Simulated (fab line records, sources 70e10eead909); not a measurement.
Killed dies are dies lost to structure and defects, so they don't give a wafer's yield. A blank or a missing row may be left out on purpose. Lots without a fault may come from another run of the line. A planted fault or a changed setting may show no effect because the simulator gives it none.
Which tool did it? | flow nand_harc | 12 lots, 36 wafers sampled, at 6 steps of a route of 1302

WHAT THE GAUGES READ, wafer by wafer
NHARC_P_ZERO_WELL_CD_MEAS_11: target cd 500 nm.
lot  | measured     | on        | cd_nm (nm)
L516 | day 2 07:18  | cd_sem-02 | 501.5 499.4 499.9
L517 | day 2 17:08  | cd_sem-01 | 499.3 500.2 499.3
L518 | day 3 03:15  | cd_sem-03 | 498.0 499.7 500.8
L522 | day 4 19:07  | cd_sem-02 | 497.6 498.6 498.8
L524 | day 5 15:14  | cd_sem-02 | 499.6 498.6 501.8
L525 | day 6 01:31  | cd_sem-03 | 501.9 501.5 501.6
L530 | day 8 03:07  | cd_sem-02 | 499.9 498.2 498.6
L531 | day 8 13:19  | cd_sem-01 | 500.9 502.5 501.5
L532 | day 8 23:26  | cd_sem-01 | 500.8 501.4 502.1
L535 | day 10 05:14 | cd_sem-02 | 501.2 499.6 499.9
L536 | day 10 15:15 | cd_sem-03 | 500.3 499.8 499.1
L538 | day 11 11:14 | cd_sem-01 | 500.8 500.1 498.3

NHARC_P_ZERO_WELL_CD_MEAS_37: target cd 720 nm.
lot  | measured     | on        | cd_nm (nm)
L516 | day 2 10:19  | cd_sem-03 | 721.2 720.5 722.3
L517 | day 2 19:59  | cd_sem-02 | 721.5 721.7 720.5
L518 | day 3 06:15  | cd_sem-03 | 720.4 720.5 719.1
L522 | day 4 21:54  | cd_sem-02 | 721.0 722.1 722.0
L524 | day 5 18:20  | cd_sem-02 | 718.4 722.3 720.3
L525 | day 6 04:49  | cd_sem-01 | 718.8 720.6 721.0
L530 | day 8 06:20  | cd_sem-01 | 718.1 719.8 719.9
L531 | day 8 16:25  | cd_sem-01 | 717.7 720.1 718.0
L532 | day 9 02:31  | cd_sem-01 | 719.8 720.2 720.4
L535 | day 10 09:29 | cd_sem-02 | 722.8 720.4 722.9
L536 | day 10 18:11 | cd_sem-01 | 720.3 720.8 719.4
L538 | day 11 14:09 | cd_sem-03 | 719.8 717.5 719.5

NHARC_P_ZERO_WELL_INSPECT_43.
lot  | measured     | on                | raw_defect_count
L516 | day 2 13:50  | defect_inspect-01 | 16 9 13
L517 | day 2 23:22  | defect_inspect-02 | 13 9 15
L518 | day 3 09:41  | defect_inspect-02 | 23 20 14
L522 | day 5 01:22  | defect_inspect-01 | 19 21 9
L524 | day 5 21:47  | defect_inspect-02 | 11 2 7
L525 | day 6 08:17  | defect_inspect-02 | 8 11 3
L530 | day 8 09:49  | defect_inspect-01 | 5 7 7
L531 | day 8 21:36  | defect_inspect-02 | 1282 22 30
L532 | day 9 05:55  | defect_inspect-01 | 1245 11 13
L535 | day 10 13:25 | defect_inspect-01 | 14 6 14
L536 | day 10 21:31 | defect_inspect-02 | 19 10 12
L538 | day 11 17:37 | defect_inspect-02 | 12 7 13

NHARC_END_SORT_01.
lot  | measured     | on        | killed_at_array | killed_at_other | killed_at_periphery | killed_dies | killed_open | killed_short
L531 | day 31 23:30 | prober-02 | 72 106 72       | 1 0 0           | 109 4 4             | 182 110 76  | 3 4 4       | 4 2 0
L532 | day 31 23:31 | prober-01 | 25 34 58        | 3 1 3           | 116 3 3             | 144 38 64   | 1 2 2       | 3 3 3

WHICH TOOL RAN EACH LOT (tool, then ch and the chambers of the sampled wafers, then the start)
lot  | NHARC_P_ZERO_WELL_DESCUM_13        | NHARC_P_ZERO_WELL_ETCH_65
L516 | rie_diel-02 ch 0,3, day 2 07:27    | rie_diel-02 ch 0,3, day 2 07:34
L517 | rie_diel-07 ch 0,1,2, day 2 17:18  | rie_diel-07 ch 1,2,3, day 2 17:22
L518 | rie_diel-04 ch 0,2, day 3 03:25    | rie_diel-04 ch 0,2,3, day 3 03:31
L522 | rie_diel-02 ch 0,1,3, day 4 19:17  | rie_diel-02 ch 0,2,3, day 4 19:23
L524 | rie_diel-07 ch 0,1, day 5 15:23    | rie_diel-07 ch 0,2,3, day 5 15:29
L525 | rie_diel-02 ch 0,1,2, day 6 01:40  | rie_diel-02 ch 2,3, day 6 01:45
L530 | rie_diel-04 ch 0,3, day 8 03:16    | rie_diel-04 ch 0,3, day 8 03:22
L531 | rie_diel-07 ch 1,2,3, day 8 13:28  | rie_diel-07 ch 1,2,3, day 8 13:34
L532 | rie_diel-07 ch 1,3, day 8 23:35    | rie_diel-07 ch 0,1,2, day 8 23:40
L535 | rie_diel-04 ch 0,1,2, day 10 06:29 | rie_diel-04 ch 0,1,3, day 10 06:35
L536 | rie_diel-04 ch 1,3, day 10 15:24   | rie_diel-04 ch 1,2,3, day 10 15:34
L538 | rie_diel-07 ch 0,3, day 11 11:25   | rie_diel-07 ch 0,2, day 11 11:30
- NHARC_P_ZERO_WELL_DESCUM_13: chemistry O2, time 3 s.
- NHARC_P_ZERO_WELL_ETCH_65: etches the open film in N2/H2, target depth 80 nm, overetch 24 nm, time 87.88 s.

WHAT THE TOOLS THEMSELVES READ (means of the sampled wafers that have a number; where no wafer has one, the mark that the record gives instead)
NHARC_P_ZERO_WELL_DESCUM_13.
lot  | tool        | drypump_motor_current_A (A) | oes_product_au (a.u.) | rf_vpp_V (V) | showerhead_plenum_p_Torr (Torr) | throttle_valve_pct (%)
L516 | rie_diel-02 | 5.0                         | 0.996                 | 58.4         | 1.84                            | 11.312
L517 | rie_diel-07 | 6.2                         | 0.998                 | 57.2         | 1.90                            | 11.313
L518 | rie_diel-04 | 6.2                         | 0.995                 | 57.6         | 1.84                            | 11.306
L522 | rie_diel-02 | 5.3                         | 0.996                 | 57.0         | 1.86                            | 11.314
L524 | rie_diel-07 | 6.1                         | 0.998                 | 57.2         | 1.84                            | 11.313
L525 | rie_diel-02 | 5.3                         | 0.996                 | 57.9         | 1.83                            | 11.314
L530 | rie_diel-04 | 6.1                         | 0.998                 | 57.5         | 1.84                            | 11.305
L531 | rie_diel-07 | 5.9                         | 0.999                 | 57.7         | 1.96                            | 11.313
L532 | rie_diel-07 | 5.4                         | 0.995                 | 57.4         | 1.94                            | 11.314
L535 | rie_diel-04 | 6.4                         | 1.002                 | 57.8         | 1.89                            | 11.302
L536 | rie_diel-04 | 6.2                         | 0.995                 | 57.4         | 1.92                            | 11.313
L538 | rie_diel-07 | 5.7                         | 0.999                 | 57.3         | 1.93                            | 11.311

NHARC_P_ZERO_WELL_ETCH_65.
lot  | tool        | drypump_motor_current_A (A) | h2_flow_sccm (sccm) | oes_product_au (a.u.) | rf_vpp_V (V) | showerhead_plenum_p_Torr (Torr) | throttle_valve_pct (%)
L516 | rie_diel-02 | 5.2                         | 150.1               | 0.997                 | 429.1        | 2.00                            | 14.168
L517 | rie_diel-07 | 5.9                         | 150.3               | 1.000                 | 428.3        | 2.00                            | 14.169
L518 | rie_diel-04 | 6.1                         | 150.0               | 1.000                 | 429.7        | 1.99                            | 14.169
L522 | rie_diel-02 | 5.2                         | 150.4               | 0.999                 | 427.9        | 1.97                            | 14.171
L524 | rie_diel-07 | 5.9                         | 149.8               | 0.998                 | 431.8        | 2.07                            | 14.168
L525 | rie_diel-02 | 5.4                         | 149.6               | 0.995                 | 429.9        | 1.97                            | 14.165
L530 | rie_diel-04 | 6.0                         | 149.8               | 1.000                 | 428.8        | 1.98                            | 14.172
L531 | rie_diel-07 | 5.9                         | 149.7               | 0.997                 | 432.3        | 2.10                            | 14.167
L532 | rie_diel-07 | 6.2                         | 150.0               | 0.996                 | 432.6        | 2.13                            | 14.170
L535 | rie_diel-04 | 6.3                         | 150.5               | 0.993                 | 429.7        | 2.02                            | 14.174
L536 | rie_diel-04 | 6.4                         | 149.9               | 0.997                 | 430.5        | 2.04                            | 14.170
L538 | rie_diel-07 | 6.4                         | 150.5               | 1.006                 | 431.4        | 2.08                            | 14.163

THE ANSWER, worked out from the rows above alone
Rule: what is usual is taken from the lots themselves. Put in order of their means at a reading, lots are off if they are a third of the lots or fewer, leave a main group of 4 or more, and stand apart from it by a gap of 3 or more times the standard deviation of the main group's means; of several such gaps the widest counts. A main group whose means are all the same, to the digits that the tables above print for the reading, isn't used. A lot without any number at a reading at which 4 lots or more have one is off too. The other lots that the step has rows for count as sound. The gauges are gone through in route order, then the tools' own readings, and for those a lot's mean is taken as printed above. The first step at which some lot is off is used, and at that step the reading that is off furthest; a lot without a number counts as furthest.
Off: L531, L532, at NHARC_P_ZERO_WELL_INSPECT_43 (raw_defect_count). The main group: mean 12, standard deviation 3.9.
A tool fits if, at a process step before that reading, it ran every lot that is off, and no sound lot after the first of them. The gauges at NHARC_P_ZERO_WELL_INSPECT_43 are tried like those tools. None of those tried fits.

WHAT THE SIMULATOR HAD PUT IN
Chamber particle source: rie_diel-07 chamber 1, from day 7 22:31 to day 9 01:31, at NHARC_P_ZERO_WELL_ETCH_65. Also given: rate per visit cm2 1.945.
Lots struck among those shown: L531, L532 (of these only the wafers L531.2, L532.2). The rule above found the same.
